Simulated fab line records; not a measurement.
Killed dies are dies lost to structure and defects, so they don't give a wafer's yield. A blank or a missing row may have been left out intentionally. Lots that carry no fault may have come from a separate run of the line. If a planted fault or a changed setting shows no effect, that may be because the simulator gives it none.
What tool caused it? / flow n5Finfet / 57 wafers from 19 lots sampled at 3 of the route's 1938 steps

## WHAT EACH GAUGE READ, for each wafer
N5_BEOL_M0_SAQP_CD_MEAS_25 targets a cd of 13.1 nm. Usual: 12.81 nm for cdNm, sd 0.2.
lot=L074; measured=day 6 09:42; on=cdSem-02; cdNm (nm)=12.95 12.65 12.77; flag=
lot=L076; measured=day 6 09:55; on=cdSem-02; cdNm (nm)=12.81 12.91 12.77; flag=
lot=L077; measured=day 6 15:32; on=cdSem-02; cdNm (nm)=12.65 13.00 13.26; flag=
lot=L078; measured=day 6 19:53; on=cdSem-02; cdNm (nm)=13.00 12.78 12.86; flag=
lot=L079; measured=day 6 23:19; on=cdSem-03; cdNm (nm)=12.84 12.52 12.87; flag=
lot=L080; measured=day 7 04:58; on=cdSem-02; cdNm (nm)=12.77 12.79 12.54; flag=
lot=L081; measured=day 7 12:02; on=cdSem-03; cdNm (nm)=12.75 12.68 13.05; flag=
lot=L082; measured=day 7 16:56; on=cdSem-03; cdNm (nm)=12.96 12.49 12.51; flag=
lot=L083; measured=day 7 23:19; on=cdSem-01; cdNm (nm)=13.08 12.60 12.83; flag=
lot=L084; measured=day 8 10:01; on=cdSem-02; cdNm (nm)=12.83 12.97 12.56; flag=
lot=L086; measured=day 9 00:20; on=cdSem-01; cdNm (nm)=12.71 12.64 12.90; flag=
lot=L087; measured=day 9 04:07; on=cdSem-03; cdNm (nm)=12.61 13.21 12.36; flag=
lot=L088; measured=day 9 08:58; on=cdSem-02; cdNm (nm)=13.01 12.85 12.81; flag=
lot=L089; measured=day 9 09:27; on=cdSem-02; cdNm (nm)=12.59 13.13 12.62; flag=
lot=L090; measured=day 9 15:35; on=cdSem-02; cdNm (nm)=12.72 12.64 12.87; flag=
lot=L092; measured=day 10 08:21; on=cdSem-03; cdNm (nm)=12.74 13.07 12.69; flag=
lot=L093; measured=day 10 10:34; on=cdSem-01; cdNm (nm)=12.50 13.10 12.80; flag=
lot=L094; measured=day 10 15:25; on=cdSem-02; cdNm (nm)=12.90 12.92 12.21; flag=
lot=L095; measured=day 10 17:44; on=cdSem-02; cdNm (nm)=12.79 13.18 12.99; flag=

## WHAT TOOL EACH LOT RAN ON (gives the tool, then ch and the chambers of the sampled wafers, and finally the start)
lot=L074; N5_BEOL_M0_SAQP_ETCH_83=rieDiel-04 ch 0,1,2, day 6 07:07; N5_BEOL_M0_SAQP_MANDREL_ETCH_20=rieSi-05 ch 2,3, day 6 07:21
lot=L076; N5_BEOL_M0_SAQP_ETCH_83=rieDiel-02 ch 0,2,3, day 6 07:20; N5_BEOL_M0_SAQP_MANDREL_ETCH_20=rieSi-02 ch 0,1,2, day 6 07:35
lot=L077; N5_BEOL_M0_SAQP_ETCH_83=rieDiel-02 ch 2,3, day 6 13:56; N5_BEOL_M0_SAQP_MANDREL_ETCH_20=rieSi-02 ch 0,1,2, day 6 14:11
lot=L078; N5_BEOL_M0_SAQP_ETCH_83=rieDiel-05 ch 0,1,3, day 6 18:16; N5_BEOL_M0_SAQP_MANDREL_ETCH_20=rieSi-02 ch 0,3, day 6 18:31
lot=L079; N5_BEOL_M0_SAQP_ETCH_83=rieDiel-05 ch 0,1,3, day 6 21:44; N5_BEOL_M0_SAQP_MANDREL_ETCH_20=rieSi-02 ch 1,2,3, day 6 21:58
lot=L080; N5_BEOL_M0_SAQP_ETCH_83=rieDiel-04 ch 1,2,3, day 7 03:26; N5_BEOL_M0_SAQP_MANDREL_ETCH_20=rieSi-02 ch 0,1,2, day 7 03:41
lot=L081; N5_BEOL_M0_SAQP_ETCH_83=rieDiel-05 ch 0,1, day 7 10:11; N5_BEOL_M0_SAQP_MANDREL_ETCH_20=rieSi-04 ch 0,1, day 7 10:25
lot=L082; N5_BEOL_M0_SAQP_ETCH_83=rieDiel-02 ch 0,1,2, day 7 15:18; N5_BEOL_M0_SAQP_MANDREL_ETCH_20=rieSi-05 ch 0,1,2, day 7 15:32
lot=L083; N5_BEOL_M0_SAQP_ETCH_83=rieDiel-04 ch 1,2,3, day 7 21:46; N5_BEOL_M0_SAQP_MANDREL_ETCH_20=rieSi-05 ch 2,3, day 7 22:01
lot=L084; N5_BEOL_M0_SAQP_ETCH_83=rieDiel-05 ch 1,3, day 8 08:29; N5_BEOL_M0_SAQP_MANDREL_ETCH_20=rieSi-04 ch 0,1, day 8 08:44
lot=L086; N5_BEOL_M0_SAQP_ETCH_83=rieDiel-04 ch 0,1, day 8 22:25; N5_BEOL_M0_SAQP_MANDREL_ETCH_20=rieSi-04 ch 1,2, day 8 22:40
lot=L087; N5_BEOL_M0_SAQP_ETCH_83=rieDiel-02 ch 0,1,2, day 9 02:35; N5_BEOL_M0_SAQP_MANDREL_ETCH_20=rieSi-04 ch 1,3, day 9 02:50
lot=L088; N5_BEOL_M0_SAQP_ETCH_83=rieDiel-04 ch 0,2,3, day 9 07:27; N5_BEOL_M0_SAQP_MANDREL_ETCH_20=rieSi-02 ch 0,1,3, day 9 07:41
lot=L089; N5_BEOL_M0_SAQP_ETCH_83=rieDiel-04 ch 1,2,3, day 9 07:55; N5_BEOL_M0_SAQP_MANDREL_ETCH_20=rieSi-05 ch 0,1,3, day 9 08:10
lot=L090; N5_BEOL_M0_SAQP_ETCH_83=rieDiel-05 ch 0,1,2, day 9 13:32; N5_BEOL_M0_SAQP_MANDREL_ETCH_20=rieSi-02 ch 0,1,2, day 9 13:46
lot=L092; N5_BEOL_M0_SAQP_ETCH_83=rieDiel-02 ch 1,2,3, day 10 06:37; N5_BEOL_M0_SAQP_MANDREL_ETCH_20=rieSi-02 ch 1,3, day 10 06:51
lot=L093; N5_BEOL_M0_SAQP_ETCH_83=rieDiel-04 ch 0,2,3, day 10 08:50; N5_BEOL_M0_SAQP_MANDREL_ETCH_20=rieSi-02 ch 0,1,2, day 10 09:05
lot=L094; N5_BEOL_M0_SAQP_ETCH_83=rieDiel-05 ch 0,2,3, day 10 13:35; N5_BEOL_M0_SAQP_MANDREL_ETCH_20=rieSi-02 ch 0,1,3, day 10 13:50
lot=L095; N5_BEOL_M0_SAQP_ETCH_83=rieDiel-04 ch 0,2,3, day 10 16:12; N5_BEOL_M0_SAQP_MANDREL_ETCH_20=rieSi-02 ch 0,1, day 10 16:26
- N5_BEOL_M0_SAQP_ETCH_83: etches SiARC in CF4, target depth 39 nm, time 65 s.
- N5_BEOL_M0_SAQP_MANDREL_ETCH_20: etches a-Si in HBr/Cl2, stops on SiNx, target depth 60 nm, bt time 10 s, time 30 s.

## AS READ BY THE TOOLS THEMSELVES (means over the sampled wafers that have a number; for cases with no such wafer, the mark the record gives instead)
N5_BEOL_M0_SAQP_ETCH_83. Usual: chamberPressureMTorr 40.00 mTorr, standard deviation 0.038; drypumpMotorCurrentA 5.7 A, standard deviation 0.45; etchRfOnTimeS 64.8 s, standard deviation 1.5; mfcArSccm 99.94 sccm, standard deviation 0.28; oesProductAu 0.68 a.u., standard deviation 0.082; rfFwdPowerW 538.4 W, standard deviation 2.8; rfVppV 184.0 V, standard deviation 1.4; showerheadPlenumPTorr 2.14 Torr, standard deviation 0.087; throttleValvePct 15.69 %, standard deviation 0.17.
lot=L074; tool=rieDiel-04; chamberPressureMTorr (mTorr)=39.97; drypumpMotorCurrentA (A)=5.4; etchRfOnTimeS (s)=65.3; mfcArSccm (sccm)=100.26; oesProductAu (a.u.)=0.65; rfFwdPowerW (W)=535.3; rfVppV (V)=183.1; showerheadPlenumPTorr (Torr)=2.14; throttleValvePct (%)=15.79; flag=
lot=L076; tool=rieDiel-02; chamberPressureMTorr (mTorr)=40.00; drypumpMotorCurrentA (A)=5.7; etchRfOnTimeS (s)=64.3; mfcArSccm (sccm)=99.92; oesProductAu (a.u.)=0.75; rfFwdPowerW (W)=539.6; rfVppV (V)=184.3; showerheadPlenumPTorr (Torr)=2.17; throttleValvePct (%)=15.58; flag=
lot=L077; tool=rieDiel-02; chamberPressureMTorr (mTorr)=39.97; drypumpMotorCurrentA (A)=5.8; etchRfOnTimeS (s)=64.1; mfcArSccm (sccm)=100.19; oesProductAu (a.u.)=0.80; rfFwdPowerW (W)=539.9; rfVppV (V)=184.7; showerheadPlenumPTorr (Torr)=2.21; throttleValvePct (%)=15.44; flag=
lot=L078; tool=rieDiel-05; chamberPressureMTorr (mTorr)=40.00; drypumpMotorCurrentA (A)=5.9; etchRfOnTimeS (s)=65.4; mfcArSccm (sccm)=99.94; oesProductAu (a.u.)=0.65; rfFwdPowerW (W)=541.4; rfVppV (V)=183.5; showerheadPlenumPTorr (Torr)=2.14; throttleValvePct (%)=15.65; flag=
lot=L079; tool=rieDiel-05; chamberPressureMTorr (mTorr)=39.98; drypumpMotorCurrentA (A)=5.9; etchRfOnTimeS (s)=66.0; mfcArSccm (sccm)=99.92; oesProductAu (a.u.)=0.65; rfFwdPowerW (W)=539.8; rfVppV (V)=184.1; showerheadPlenumPTorr (Torr)=2.14; throttleValvePct (%)=15.65; flag=
lot=L080; tool=rieDiel-04; chamberPressureMTorr (mTorr)=39.97; drypumpMotorCurrentA (A)=5.8; etchRfOnTimeS (s)=65.7; mfcArSccm (sccm)=99.76; oesProductAu (a.u.)=0.68; rfFwdPowerW (W)=536.9; rfVppV (V)=183.4; showerheadPlenumPTorr (Torr)=2.15; throttleValvePct (%)=15.77; flag=
lot=L081; tool=rieDiel-05; chamberPressureMTorr (mTorr)=40.02; drypumpMotorCurrentA (A)=5.7; etchRfOnTimeS (s)=65.5; mfcArSccm (sccm)=99.69; oesProductAu (a.u.)=0.59; rfFwdPowerW (W)=538.7; rfVppV (V)=182.4; showerheadPlenumPTorr (Torr)=2.06; throttleValvePct (%)=15.77; flag=
lot=L082; tool=rieDiel-02; chamberPressureMTorr (mTorr)=40.02; drypumpMotorCurrentA (A)=5.6; etchRfOnTimeS (s)=64.4; mfcArSccm (sccm)=99.89; oesProductAu (a.u.)=0.74; rfFwdPowerW (W)=539.4; rfVppV (V)=184.2; showerheadPlenumPTorr (Torr)=2.17; throttleValvePct (%)=15.65; flag=
lot=L083; tool=rieDiel-04; chamberPressureMTorr (mTorr)=39.97; drypumpMotorCurrentA (A)=5.8; etchRfOnTimeS (s)=65.5; mfcArSccm (sccm)=99.97; oesProductAu (a.u.)=0.67; rfFwdPowerW (W)=538.1; rfVppV (V)=184.2; showerheadPlenumPTorr (Torr)=2.15; throttleValvePct (%)=15.79; flag=
lot=L084; tool=rieDiel-05; chamberPressureMTorr (mTorr)=39.98; drypumpMotorCurrentA (A)=6.2; etchRfOnTimeS (s)=66.2; mfcArSccm (sccm)=99.89; oesProductAu (a.u.)=0.64; rfFwdPowerW (W)=538.3; rfVppV (V)=184.1; showerheadPlenumPTorr (Torr)=2.17; throttleValvePct (%)=15.69; flag=
lot=L086; tool=rieDiel-04; chamberPressureMTorr (mTorr)=40.00; drypumpMotorCurrentA (A)=4.9; etchRfOnTimeS (s)=65.3; mfcArSccm (sccm)=99.83; oesProductAu (a.u.)=0.73; rfFwdPowerW (W)=538.8; rfVppV (V)=185.8; showerheadPlenumPTorr (Torr)=2.22; throttleValvePct (%)=15.49; flag=
lot=L087; tool=rieDiel-02; chamberPressureMTorr (mTorr)=39.99; drypumpMotorCurrentA (A)=5.5; etchRfOnTimeS (s)=63.5; mfcArSccm (sccm)=100.11; oesProductAu (a.u.)=0.73; rfFwdPowerW (W)=538.3; rfVppV (V)=184.4; showerheadPlenumPTorr (Torr)=2.17; throttleValvePct (%)=15.67; flag=
lot=L088; tool=rieDiel-04; chamberPressureMTorr (mTorr)=40.04; drypumpMotorCurrentA (A)=5.7; etchRfOnTimeS (s)=64.4; mfcArSccm (sccm)=99.92; oesProductAu (a.u.)=0.73; rfFwdPowerW (W)=536.5; rfVppV (V)=185.0; showerheadPlenumPTorr (Torr)=2.20; throttleValvePct (%)=15.67; flag=
lot=L089; tool=rieDiel-04; chamberPressureMTorr (mTorr)=40.01; drypumpMotorCurrentA (A)=5.9; etchRfOnTimeS (s)=65.6; mfcArSccm (sccm)=100.03; oesProductAu (a.u.)=0.66; rfFwdPowerW (W)=537.9; rfVppV (V)=184.1; showerheadPlenumPTorr (Torr)=2.15; throttleValvePct (%)=15.81; flag=
lot=L090; tool=rieDiel-05; chamberPressureMTorr (mTorr)=40.01; drypumpMotorCurrentA (A)=5.7; etchRfOnTimeS (s)=65.0; mfcArSccm (sccm)=100.16; oesProductAu (a.u.)=0.63; rfFwdPowerW (W)=539.1; rfVppV (V)=183.8; showerheadPlenumPTorr (Torr)=2.07; throttleValvePct (%)=15.77; flag=
lot=L092; tool=rieDiel-02; chamberPressureMTorr (mTorr)=40.01; drypumpMotorCurrentA (A)=5.5; etchRfOnTimeS (s)=63.4; mfcArSccm (sccm)=99.94; oesProductAu (a.u.)=0.76; rfFwdPowerW (W)=539.3; rfVppV (V)=183.5; showerheadPlenumPTorr (Torr)=2.16; throttleValvePct (%)=15.57; flag=
lot=L093; tool=rieDiel-04; chamberPressureMTorr (mTorr)=40.00; drypumpMotorCurrentA (A)=5.7; etchRfOnTimeS (s)=64.2; mfcArSccm (sccm)=99.90; oesProductAu (a.u.)=0.72; rfFwdPowerW (W)=535.5; rfVppV (V)=185.4; showerheadPlenumPTorr (Torr)=2.20; throttleValvePct (%)=15.68; flag=
lot=L094; tool=rieDiel-05; chamberPressureMTorr (mTorr)=39.97; drypumpMotorCurrentA (A)=5.6; etchRfOnTimeS (s)=64.4; mfcArSccm (sccm)=100.09; oesProductAu (a.u.)=0.67; rfFwdPowerW (W)=538.2; rfVppV (V)=184.3; showerheadPlenumPTorr (Torr)=2.12; throttleValvePct (%)=15.63; flag=
lot=L095; tool=rieDiel-04; chamberPressureMTorr (mTorr)=39.96; drypumpMotorCurrentA (A)=5.7; etchRfOnTimeS (s)=64.1; mfcArSccm (sccm)=99.62; oesProductAu (a.u.)=0.71; rfFwdPowerW (W)=535.2; rfVppV (V)=184.7; showerheadPlenumPTorr (Torr)=2.20; throttleValvePct (%)=15.69; flag=

N5_BEOL_M0_SAQP_MANDREL_ETCH_20. Usual: chamberPressureMTorr 10.000 mTorr, standard deviation 0.0091; drypumpMotorCurrentA 5.7 A, standard deviation 0.4; oesProductAu 0.772 a.u., standard deviation 0.0098; rfFwdPowerW 796.2 W, standard deviation 2.4; throttleValvePct 35.69 %, standard deviation 0.27.
lot=L074; tool=rieSi-05; chamberPressureMTorr (mTorr)=10.000; drypumpMotorCurrentA (A)=5.6; oesProductAu (a.u.)=0.778; rfFwdPowerW (W)=792.3; throttleValvePct (%)=35.57; flag=
lot=L076; tool=rieSi-02; chamberPressureMTorr (mTorr)=10.002; drypumpMotorCurrentA (A)=5.5; oesProductAu (a.u.)=0.780; rfFwdPowerW (W)=796.1; throttleValvePct (%)=35.87; flag=
lot=L077; tool=rieSi-02; chamberPressureMTorr (mTorr)=9.999; drypumpMotorCurrentA (A)=5.5; oesProductAu (a.u.)=0.769; rfFwdPowerW (W)=797.5; throttleValvePct (%)=35.89; flag=
lot=L078; tool=rieSi-02; chamberPressureMTorr (mTorr)=10.003; drypumpMotorCurrentA (A)=5.9; oesProductAu (a.u.)=0.755; rfFwdPowerW (W)=799.4; throttleValvePct (%)=35.93; flag=
lot=L079; tool=rieSi-02; chamberPressureMTorr (mTorr)=10.010; drypumpMotorCurrentA (A)=5.7; oesProductAu (a.u.)=0.773; rfFwdPowerW (W)=794.2; throttleValvePct (%)=35.90; flag=
lot=L080; tool=rieSi-02; chamberPressureMTorr (mTorr)=10.007; drypumpMotorCurrentA (A)=5.5; oesProductAu (a.u.)=0.780; rfFwdPowerW (W)=795.8; throttleValvePct (%)=35.88; flag=
lot=L081; tool=rieSi-04; chamberPressureMTorr (mTorr)=10.001; drypumpMotorCurrentA (A)=5.7; oesProductAu (a.u.)=0.780; rfFwdPowerW (W)=797.8; throttleValvePct (%)=35.41; flag=
lot=L082; tool=rieSi-05; chamberPressureMTorr (mTorr)=9.993; drypumpMotorCurrentA (A)=6.1; oesProductAu (a.u.)=0.760; rfFwdPowerW (W)=797.6; throttleValvePct (%)=35.49; flag=
lot=L083; tool=rieSi-05; chamberPressureMTorr (mTorr)=10.002; drypumpMotorCurrentA (A)=5.6; oesProductAu (a.u.)=0.776; rfFwdPowerW (W)=792.3; throttleValvePct (%)=35.56; flag=
lot=L084; tool=rieSi-04; chamberPressureMTorr (mTorr)=9.998; drypumpMotorCurrentA (A)=5.7; oesProductAu (a.u.)=0.772; rfFwdPowerW (W)=797.0; throttleValvePct (%)=35.41; flag=
lot=L086; tool=rieSi-04; chamberPressureMTorr (mTorr)=9.994; drypumpMotorCurrentA (A)=6.0; oesProductAu (a.u.)=0.776; rfFwdPowerW (W)=797.3; throttleValvePct (%)=35.57; flag=
lot=L087; tool=rieSi-04; chamberPressureMTorr (mTorr)=10.006; drypumpMotorCurrentA (A)=5.1; oesProductAu (a.u.)=0.778; rfFwdPowerW (W)=794.5; throttleValvePct (%)=35.18; flag=
lot=L088; tool=rieSi-02; chamberPressureMTorr (mTorr)=9.995; drypumpMotorCurrentA (A)=5.8; oesProductAu (a.u.)=0.776; rfFwdPowerW (W)=798.0; throttleValvePct (%)=35.90; flag=
lot=L089; tool=rieSi-05; chamberPressureMTorr (mTorr)=9.994; drypumpMotorCurrentA (A)=6.2; oesProductAu (a.u.)=0.766; rfFwdPowerW (W)=792.9; throttleValvePct (%)=35.49; flag=
lot=L090; tool=rieSi-02; chamberPressureMTorr (mTorr)=10.000; drypumpMotorCurrentA (A)=5.5; oesProductAu (a.u.)=0.772; rfFwdPowerW (W)=797.8; throttleValvePct (%)=35.89; flag=
lot=L092; tool=rieSi-02; chamberPressureMTorr (mTorr)=9.997; drypumpMotorCurrentA (A)=5.9; oesProductAu (a.u.)=0.770; rfFwdPowerW (W)=798.2; throttleValvePct (%)=35.95; flag=
lot=L093; tool=rieSi-02; chamberPressureMTorr (mTorr)=9.999; drypumpMotorCurrentA (A)=5.5; oesProductAu (a.u.)=0.767; rfFwdPowerW (W)=796.7; throttleValvePct (%)=35.90; flag=
lot=L094; tool=rieSi-02; chamberPressureMTorr (mTorr)=9.997; drypumpMotorCurrentA (A)=5.8; oesProductAu (a.u.)=0.775; rfFwdPowerW (W)=794.9; throttleValvePct (%)=35.92; flag=
lot=L095; tool=rieSi-02; chamberPressureMTorr (mTorr)=10.002; drypumpMotorCurrentA (A)=5.7; oesProductAu (a.u.)=0.780; rfFwdPowerW (W)=797.6; throttleValvePct (%)=35.91; flag=

## THE ANSWER, worked out from the rows above alone
Rule: a lot is off if the mean of its wafers that have a number lies more than 3 standard deviations from the usual mean. A lot without any number at a reading at which 4 lots or more have one is off too. Where the step has rows for the other lots, those lots are counted as sound. The gauges are gone through in route order, then the tools' own readings, and for those a lot's mean is taken as printed above. At the first step where some lot is off, the reading lying furthest off is the one used; lots without a number count as furthest.
Across all readings shown, no lot is off: no conclusion can be drawn from this.

## WHAT HAD BEEN PUT IN BY THE SIMULATOR
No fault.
